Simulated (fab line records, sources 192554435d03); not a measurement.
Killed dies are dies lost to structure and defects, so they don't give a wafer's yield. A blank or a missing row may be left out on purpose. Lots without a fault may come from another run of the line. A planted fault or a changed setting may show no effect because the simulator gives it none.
Split-lot experiment | flow n5_finfet | 7 lots, 21 wafers read, on a route of 1938 steps

THE SPLIT
At N5_WELL_APT_COAT_02 (resist thk 950 nm), the setting spin_rpm was moved away from the recipe's 1357 rpm on 6 of the 21 wafers read, by -5.9% to +4.7%. The other wafers ran this setting at the recipe's value.

The reading is taken at the split's own step.

THE READING
coat_of_WELL_APT_COAT_02.thk_nm (the simulator's own value, which no gauge read), in nm, at N5_WELL_APT_COAT_02 (resist thk 950 nm). The file gives no usual value for it. The 15 wafers here that ran the recipe average 950.9 nm, standard deviation 3.3 nm.

wafer  | tool, chamber at the split | spin_rpm as run, rpm | against the recipe | coat_of_WELL_APT_COAT_02.thk_nm, nm | against lot-mates on the recipe
L080.1 | litho_track-01, 0          | 1357                 | recipe             | 954.1                               | -
L080.2 | litho_track-01, 0          | 1421                 | +4.7%              | 932.9                               | -21.2
L080.5 | litho_track-01, 0          | 1421                 | +4.7%              | 933.5                               | -20.6
L081.1 | litho_track-05, 0          | 1405                 | +3.5%              | 939.6                               | -14.9
L081.3 | litho_track-05, 0          | 1357                 | recipe             | 954.5                               | -
L081.4 | litho_track-05, 0          | 1405                 | +3.5%              | 940.7                               | -13.8
L090.1 | litho_track-01, 0          | 1357                 | recipe             | 949.6                               | -
L090.5 | litho_track-01, 0          | 1357                 | recipe             | 952.1                               | -
L090.6 | litho_track-01, 0          | 1357                 | recipe             | 950.6                               | -
L091.2 | litho_track-05, 0          | 1357                 | recipe             | 948.5                               | -
L091.5 | litho_track-05, 0          | 1357                 | recipe             | 950.5                               | -
L091.6 | litho_track-05, 0          | 1357                 | recipe             | 948.4                               | -
L093.2 | litho_track-01, 0          | 1357                 | recipe             | 955.9                               | -
L093.5 | litho_track-01, 0          | 1277                 | -5.9%              | 983.5                               | +27.6
L093.6 | litho_track-01, 0          | 1277                 | -5.9%              | 984.2                               | +28.3
L096.1 | litho_track-03, 0          | 1357                 | recipe             | 946.3                               | -
L096.2 | litho_track-03, 0          | 1357                 | recipe             | 945                                 | -
L096.3 | litho_track-03, 0          | 1357                 | recipe             | 946.9                               | -
L097.2 | litho_track-05, 0          | 1357                 | recipe             | 953.2                               | -
L097.4 | litho_track-05, 0          | 1357                 | recipe             | 953.4                               | -
L097.6 | litho_track-05, 0          | 1357                 | recipe             | 954.6                               | -

THE FIT
A straight line over all 21 wafers: coat_of_WELL_APT_COAT_02.thk_nm changes by -4.59 nm for each +1% of spin_rpm; r = -0.96; the points scatter about the line by 3.8 nm.
The same after taking each lot's own level away (the mean of its wafers on the recipe; 21 wafers): -4.53 nm for each +1%; r = -1.00; scatter 0.95 nm.
On that fit, the largest move of spin_rpm shifts the reading by 27 nm.
The lots' own levels span 946.07 to 955.90 nm, that is 3.0 times the standard deviation above.
So the lot-to-lot level changes the slope little: the two slopes agree.
Check: with one of the wafers moved furthest among these (-5.9%) left out of the fit, the line predicts +26.8 nm for it against its lot-mates. It came out at +27.6 nm against them.

THE FILE'S OWN FIT
coat_of_WELL_APT_COAT_02.thk_nm changes by -4.52 nm for each +1% of spin_rpm, r = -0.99.
